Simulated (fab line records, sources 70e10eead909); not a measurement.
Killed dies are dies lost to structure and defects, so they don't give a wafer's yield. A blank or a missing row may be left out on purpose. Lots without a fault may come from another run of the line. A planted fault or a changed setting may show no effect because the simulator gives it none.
Which tool did it? | flow nand_harc | 11 lots, 33 wafers sampled, at 6 steps of a route of 1302

WHAT THE GAUGES READ, wafer by wafer
NHARC_P_M0_CD_MEAS_09: target cd 90 nm.
lot  | measured     | on        | cd_nm (nm)
L837 | day 6 09:31  | cd_sem-02 | 90.3 90.3 90.7
L838 | day 6 10:23  | cd_sem-01 | 89.8 90.2 90.7
L839 | day 7 00:32  | cd_sem-03 | 89.8 89.3 89.7
L840 | day 7 05:25  | cd_sem-02 | 88.9 89.2 89.3
L842 | day 8 06:03  | cd_sem-01 | 91.2 89.7 89.7
L845 | day 9 17:05  | cd_sem-03 | 90.2 90.6 90.2
L855 | day 13 20:28 | cd_sem-01 | 107.3 106.8 106.1
L856 | day 14 01:07 | cd_sem-02 | 103.4 104.2 103.7
L857 | day 14 14:19 | cd_sem-01 | 89.7 89.9 89.6
L859 | day 15 03:25 | cd_sem-02 | 90.4 90.5 90.8
L860 | day 15 15:01 | cd_sem-01 | 88.9 89.5 89.6

NHARC_END_SORT_01.
lot  | measured     | on        | defect_limited_yield (%) | killed_at_array | killed_at_other | killed_at_periphery | killed_dies | killed_open | killed_short
L839 | day 25 04:36 | prober-02 | 91 92 94                 | 55 52 44        | 1 1 0           | 2 2 0               | 58 55 44    | 4 0 6       | 1 3 3
L842 | day 26 16:12 | prober-01 | 87 89 92                 | 81 70 50        | 2 2 3           | 3 1 3               | 86 73 56    | 4 3 0       | 1 1 1
L860 | day 33 12:38 | prober-01 | 95 93 94                 | 28 43 40        | 2 3 1           | 4 3 1               | 34 49 42    | 5 1 4       | 2 3 1

WHICH TOOL RAN EACH LOT (tool, then ch and the chambers of the sampled wafers, then the start)
lot  | NHARC_P_CONTACT_DESCUM_17          | NHARC_P_CONTACT_ETCH_36                       | NHARC_P_M0_EXPOSE_06               | NHARC_P_M0_ETCH_34
L837 | rie_diel-08 ch 1,2,3, day 6 05:33  | rie_diel-08 ch 0,1,3, day 6 09:22 or earlier  | arfi_scanner-02 ch 0, day 6 09:22  | rie_diel-01 ch 0,1,2, day 6 09:47
L838 | rie_diel-08 ch 0,2,3, day 6 06:34  | rie_diel-08 ch 0,1,3, day 6 10:15 or earlier  | arfi_scanner-02 ch 0, day 6 10:15  | rie_diel-01 ch 0,2,3, day 6 10:42
L839 | rie_diel-08 ch 1,2, day 6 20:39    | rie_diel-08 ch 0,1,3, day 7 00:24 or earlier  | arfi_scanner-02 ch 0, day 7 00:24  | rie_diel-11 ch 0,2,3, day 7 00:50
L840 | rie_diel-07 ch 1,2,3, day 7 01:26  | rie_diel-07 ch 0,1, day 7 05:16 or earlier    | arfi_scanner-01 ch 0, day 7 05:16  | rie_diel-01 ch 0,1,2, day 7 05:41
L842 | rie_diel-02 ch 0,2,3, day 8 01:40  | rie_diel-02 ch 0,2,3, day 8 05:55 or earlier  | arfi_scanner-02 ch 0, day 8 05:55  | rie_diel-04 ch 0,1,3, day 8 06:20
L845 | rie_diel-07 ch 1,2,3, day 9 13:07  | rie_diel-07 ch 1,2,3, day 9 16:56 or earlier  | arfi_scanner-01 ch 0, day 9 16:56  | rie_diel-11 ch 0,2,3, day 9 17:22
L855 | rie_diel-07 ch 0,1,3, day 13 16:28 | rie_diel-07 ch 0,2,3, day 13 20:19 or earlier | arfi_scanner-03 ch 0, day 13 20:19 | rie_diel-01 ch 1,2,3, day 13 20:44
L856 | rie_diel-02 ch 1,2,3, day 13 21:16 | rie_diel-02 ch 0,1,2, day 14 00:58 or earlier | arfi_scanner-03 ch 0, day 14 00:58 | rie_diel-11 ch 1,2,3, day 14 01:35
L857 | rie_diel-08 ch 2,3, day 14 09:44   | rie_diel-08 ch 2,3, day 14 14:10 or earlier   | arfi_scanner-01 ch 0, day 14 14:10 | rie_diel-11 ch 0,1,2, day 14 14:35
L859 | rie_diel-02 ch 2,3, day 14 23:34   | rie_diel-02 ch 2,3, day 15 03:17 or earlier   | arfi_scanner-01 ch 0, day 15 03:17 | rie_diel-04 ch 0,3, day 15 04:02
L860 | rie_diel-08 ch 0,1,2, day 15 11:10 | rie_diel-08 ch 0,2,3, day 15 14:53 or earlier | arfi_scanner-01 ch 0, day 15 14:53 | rie_diel-01 ch 0,1,2, day 15 15:17
- NHARC_P_CONTACT_DESCUM_17: chemistry O2, time 3 s.
- NHARC_P_CONTACT_ETCH_36: etches the open film in N2/H2, target depth 260 nm, time 406.25 s.
- NHARC_P_M0_EXPOSE_06: exposes mask P M0, target cd 90 nm.
- NHARC_P_M0_ETCH_34: etches the open film in N2/H2, target depth 40 nm, overetch 12 nm, time 43.94 s.

WHAT THE TOOLS THEMSELVES READ (means of the sampled wafers that have a number; where no wafer has one, the mark that the record gives instead)
NHARC_P_CONTACT_DESCUM_17.
lot  | tool        | drypump_motor_current_A (A) | oes_product_au (a.u.) | rf_vpp_V (V) | showerhead_plenum_p_Torr (Torr) | throttle_valve_pct (%)
L837 | rie_diel-08 | 5.6                         | 0.999                 | 57.1         | 1.92                            | 11.314
L838 | rie_diel-08 | 5.7                         | 0.996                 | 57.2         | 1.86                            | 11.309
L839 | rie_diel-08 | 5.2                         | 0.999                 | 58.1         | 1.95                            | 11.300
L840 | rie_diel-07 | 5.7                         | 0.994                 | 58.3         | 1.94                            | 11.303
L842 | rie_diel-02 | 5.9                         | 1.008                 | 58.3         | 1.95                            | 11.313
L845 | rie_diel-07 | 5.7                         | 1.003                 | 59.3         | 1.94                            | 11.314
L855 | rie_diel-07 | 5.5                         | 1.000                 | 57.0         | 1.94                            | 11.312
L856 | rie_diel-02 | 6.0                         | 1.001                 | 57.4         | 1.90                            | 11.307
L857 | rie_diel-08 | 6.0                         | 1.007                 | 57.8         | 1.89                            | 11.316
L859 | rie_diel-02 | 6.0                         | 1.000                 | 57.9         | 1.92                            | 11.322
L860 | rie_diel-08 | 5.3                         | 0.996                 | 58.0         | 1.88                            | 11.309

NHARC_P_CONTACT_ETCH_36.
lot  | tool        | drypump_motor_current_A (A) | oes_product_au (a.u.) | rf_vpp_V (V) | showerhead_plenum_p_Torr (Torr) | throttle_valve_pct (%)
L837 | rie_diel-08 | 5.8                         | 1.005                 | 432.0        | 2.06                            | 14.169
L838 | rie_diel-08 | 5.8                         | 0.998                 | 430.9        | 2.06                            | 14.168
L839 | rie_diel-08 | 5.8                         | 1.003                 | 430.8        | 2.06                            | 14.165
L840 | rie_diel-07 | 5.5                         | 1.001                 | 431.4        | 2.07                            | 14.179
L842 | rie_diel-02 | 5.9                         | 1.007                 | 431.3        | 2.07                            | 14.173
L845 | rie_diel-07 | 5.8                         | 1.004                 | 431.0        | 2.07                            | 14.177
L855 | rie_diel-07 | 5.6                         | 1.003                 | 432.5        | 2.11                            | 14.168
L856 | rie_diel-02 | 5.8                         | 1.002                 | 430.0        | 2.06                            | 14.168
L857 | rie_diel-08 | 5.5                         | 1.003                 | 428.3        | 1.97                            | 14.165
L859 | rie_diel-02 | 6.0                         | 1.005                 | 430.8        | 2.04                            | 14.170
L860 | rie_diel-08 | 5.7                         | 0.994                 | 428.4        | 1.98                            | 14.173

NHARC_P_M0_EXPOSE_06.
lot  | tool            | exposure_dose_mJ_cm2
L837 | arfi_scanner-02 | 81.25
L838 | arfi_scanner-02 | 81.43
L839 | arfi_scanner-02 | 81.25
L840 | arfi_scanner-01 | 81.21
L842 | arfi_scanner-02 | 81.27
L845 | arfi_scanner-01 | 81.21
L855 | arfi_scanner-03 | 106.62
L856 | arfi_scanner-03 | 101.53
L857 | arfi_scanner-01 | 81.19
L859 | arfi_scanner-01 | 81.31
L860 | arfi_scanner-01 | 81.23

NHARC_P_M0_ETCH_34.
lot  | tool        | drypump_motor_current_A (A) | oes_product_au (a.u.) | rf_vpp_V (V) | showerhead_plenum_p_Torr (Torr) | throttle_valve_pct (%)
L837 | rie_diel-01 | 5.7                         | 0.998                 | 430          | 2.04                            | 14.171
L838 | rie_diel-01 | 6.0                         | 1.005                 | 430          | 2.01                            | 14.173
L839 | rie_diel-11 | 5.7                         | 0.997                 | 427          | 1.91                            | 14.166
L840 | rie_diel-01 | 5.7                         | 0.998                 | 430          | 2.04                            | 14.170
L842 | rie_diel-04 | 5.4                         | 1.004                 | 430          | 2.04                            | 14.178
L845 | rie_diel-11 | 5.7                         | 0.995                 | 427          | 1.90                            | 14.173
L855 | rie_diel-01 | 6.2                         | 0.996                 | 429          | 1.99                            | 14.176
L856 | rie_diel-11 | 5.4                         | 1.005                 | 429          | 1.99                            | 14.171
L857 | rie_diel-11 | 5.6                         | 1.011                 | 430          | 2.01                            | 14.172
L859 | rie_diel-04 | 5.6                         | 0.995                 | 433          | 2.12                            | 14.160
L860 | rie_diel-01 | 5.6                         | 0.989                 | 430          | 2.01                            | 14.169

THE ANSWER, worked out from the rows above alone
Rule: what is usual is taken from the lots themselves. Put in order of their means at a reading, lots are off if they are a third of the lots or fewer, leave a main group of 4 or more, and stand apart from it by a gap of 3 or more times the standard deviation of the main group's means; of several such gaps the widest counts. A main group whose means are all the same, to the digits that the tables above print for the reading, isn't used. A lot without any number at a reading at which 4 lots or more have one is off too. The other lots that the step has rows for count as sound. The gauges are gone through in route order, then the tools' own readings, and for those a lot's mean is taken as printed above. The first step at which some lot is off is used, and at that step the reading that is off furthest; a lot without a number counts as furthest.
Off: L855, L856, at NHARC_P_M0_CD_MEAS_09 (cd_nm). The main group: mean 90.0 nm, standard deviation 0.49.
A tool fits if, at a process step before that reading, it ran every lot that is off, and no sound lot after the first of them. The gauges at NHARC_P_M0_CD_MEAS_09 aren't tried: what is off there is off at NHARC_P_M0_EXPOSE_06 too, on other tools, and a gauge's error can't cause that. NHARC_P_CONTACT_ETCH_36 gives no start for some lots, so the hours and the order of its lots are those of NHARC_P_M0_EXPOSE_06. One fits: arfi_scanner-03 at NHARC_P_M0_EXPOSE_06. It ran no sound lot before its first lot that is off in this sample, so the start can't be narrowed down.
The tool's own readings at NHARC_P_M0_EXPOSE_06 bear it out: on the lots that are off they differ by more than 5 times the standard deviation of the sound lots' means. exposure_dose_mJ_cm2 reads 104.08 there against 81.26 on the sound lots.

WHAT THE SIMULATOR HAD PUT IN
Process parameter drift: arfi_scanner-03, from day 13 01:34 on, at NHARC_P_M0_EXPOSE_06. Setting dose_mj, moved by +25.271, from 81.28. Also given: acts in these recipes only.
Lots struck among those shown: L855, L856. The rule above found the same.
